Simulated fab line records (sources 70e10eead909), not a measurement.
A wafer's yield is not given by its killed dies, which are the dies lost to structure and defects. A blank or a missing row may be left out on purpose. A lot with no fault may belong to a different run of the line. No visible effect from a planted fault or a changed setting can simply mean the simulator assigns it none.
What tool caused it?    flow nandHarc    18 wafers from 6 lots sampled at 4 of the route's 1302 steps

## WHAT THE GAUGES SHOWED, per wafer
NHARC_A_CONTACT_INSPECT_44.
lot   measured      on                rawDefectCount
L107  day 22 05:55  defectInspect-01  104 125 130
L110  day 22 20:38  defectInspect-02  55 63 81
L117  day 26 01:27  defectInspect-02  124 124 114
L123  day 28 03:32  defectInspect-01  62 67 50
L126  day 29 16:26  defectInspect-02  87 77 79
L128  day 30 12:59  defectInspect-01  98 94 99

## TOOL THAT RAN EACH LOT (tool first, then ch and the chambers of the sampled wafers, then the start)
lot   NHARC_A_WL_FILL_STRIP_29           NHARC_A_CONTACT_DEP_28        NHARC_A_CONTACT_SOFTBAKE_37
L107  rieDiel-11 ch 1,2,3, day 21 12:56  aclDep-01 ch 0, day 22 00:46  lithoTrack-04 ch 0, day 22 05:00
L110  rieDiel-11 ch 0,1,2, day 22 08:02  aclDep-02 ch 0, day 22 15:34  lithoTrack-06 ch 0, day 22 20:00
L117  rieDiel-06 ch 0,1, day 25 12:47    aclDep-01 ch 0, day 25 20:24  lithoTrack-04 ch 0, day 26 00:00
L123  rieDiel-01 ch 1,2,3, day 27 12:35  aclDep-03 ch 0, day 27 22:19  lithoTrack-01 ch 0, day 28 02:00
L126  rieDiel-06 ch 1,3, day 29 02:44    aclDep-03 ch 0, day 29 12:02  lithoTrack-06 ch 0, day 29 15:00
L128  rieDiel-11 ch 0,1,3, day 29 23:47  aclDep-03 ch 0, day 30 07:47  lithoTrack-04 ch 0, day 30 12:00
- NHARC_A_WL_FILL_STRIP_29: strips in O2, time 20 s.
- NHARC_A_CONTACT_DEP_28: deposits aC, target thk 7000 nm.
- NHARC_A_CONTACT_SOFTBAKE_37: time 55 s.

## THE ANSWER, worked out from the rows above alone
Rule: the lots themselves supply what counts as usual. The widest of any qualifying gaps counts: lots, ordered by their means at a reading, are off when they make up no more than a third of the lots, leave a main group of 4 or more, and stand apart from it by 3 or more times the standard deviation of that group's means. If all means in a main group match to the digits the tables above print for the reading, that group is not used. Also off: a lot with no number at a reading for which 4 or more lots have one. The other lots that the step has rows for count as sound.
No lot is off at any reading shown: from this, nothing can be told.

## WHAT THE SIMULATOR HAD INSERTED
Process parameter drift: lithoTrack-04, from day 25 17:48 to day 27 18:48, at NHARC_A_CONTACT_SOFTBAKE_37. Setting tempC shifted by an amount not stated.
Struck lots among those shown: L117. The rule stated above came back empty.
